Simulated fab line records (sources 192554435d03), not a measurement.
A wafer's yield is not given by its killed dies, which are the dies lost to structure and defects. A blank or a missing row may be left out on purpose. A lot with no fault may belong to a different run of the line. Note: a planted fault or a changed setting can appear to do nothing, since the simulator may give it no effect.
Which tool is to blame? | flow n5 finfet | Sampling: 12 lots, 36 wafers, 2 of 1938 route steps

## WHAT THE GAUGES READ, wafer by wafer
N5_ILD0_INSPECT_06: inspects for defects (darkfield).
lot  | measured    | on                | raw defect count
L075 | day 4 01:47 | defect inspect-02 | 44 46 42
L077 | day 4 10:49 | defect inspect-02 | 52 37 51
L079 | day 4 23:23 | defect inspect-01 | 24 25 38
L081 | day 5 13:22 | defect inspect-02 | 13 27 20
L083 | day 6 03:55 | defect inspect-01 | 32 24 45
L085 | day 6 19:24 | defect inspect-01 | 19 10 27
L087 | day 7 04:14 | defect inspect-01 | 35 34 27
L089 | day 7 11:35 | defect inspect-01 | 57 59 17
L091 | day 8 01:10 | defect inspect-01 | 53 39 34
L093 | day 8 16:00 | defect inspect-01 | 39 45 46
L096 | day 9 05:35 | defect inspect-02 | 35 51 24
L097 | day 9 16:30 | defect inspect-01 | 25 42 19

## WHICH TOOL RAN EACH LOT (tool, then ch and the chambers of the sampled wafers, then the start)
lot  | N5_ILD0_CMP_03
L075 | cmp-03 ch 0,1,2, day 3 20:54
L077 | cmp-04 ch 1,3, day 4 06:56
L079 | cmp-03 ch 0,2, day 4 19:11
L081 | cmp-04 ch 0,1,3, day 5 09:32
L083 | cmp-04 ch 0,1,2, day 6 00:08
L085 | cmp-02 ch 0,2, day 6 15:35
L087 | cmp-04 ch 0,3, day 7 00:25
L089 | cmp-02 ch 0,1, day 7 07:45
L091 | cmp-04 ch 1,2,3, day 7 21:19
L093 | cmp-04 ch 1,3, day 8 12:09
L096 | cmp-03 ch 0,3, day 9 00:58
L097 | cmp-03 ch 1,2,3, day 9 11:55
- N5_ILD0_CMP_03: polishes, stops on SiNx, t overpolish 1.9 s, target thk 197.38 nm.

## THE ANSWER, worked out from the rows above alone
Rule: the usual values come from the lots themselves. The widest of any qualifying gaps counts: lots, ordered by their means at a reading, are off when they make up no more than a third of the lots, leave a main group of 4 or more, and stand apart from it by 3 or more times the standard deviation of that group's means. The tables above print the reading to a certain number of digits; a main group whose means all agree to those digits is not used. Also off: a lot with no number at a reading for which 4 or more lots have one. Any other lot the step has rows for is counted as sound.
No lot is off at any reading shown: from this, nothing can be told.

## WHAT THE SIMULATOR HAD PUT IN
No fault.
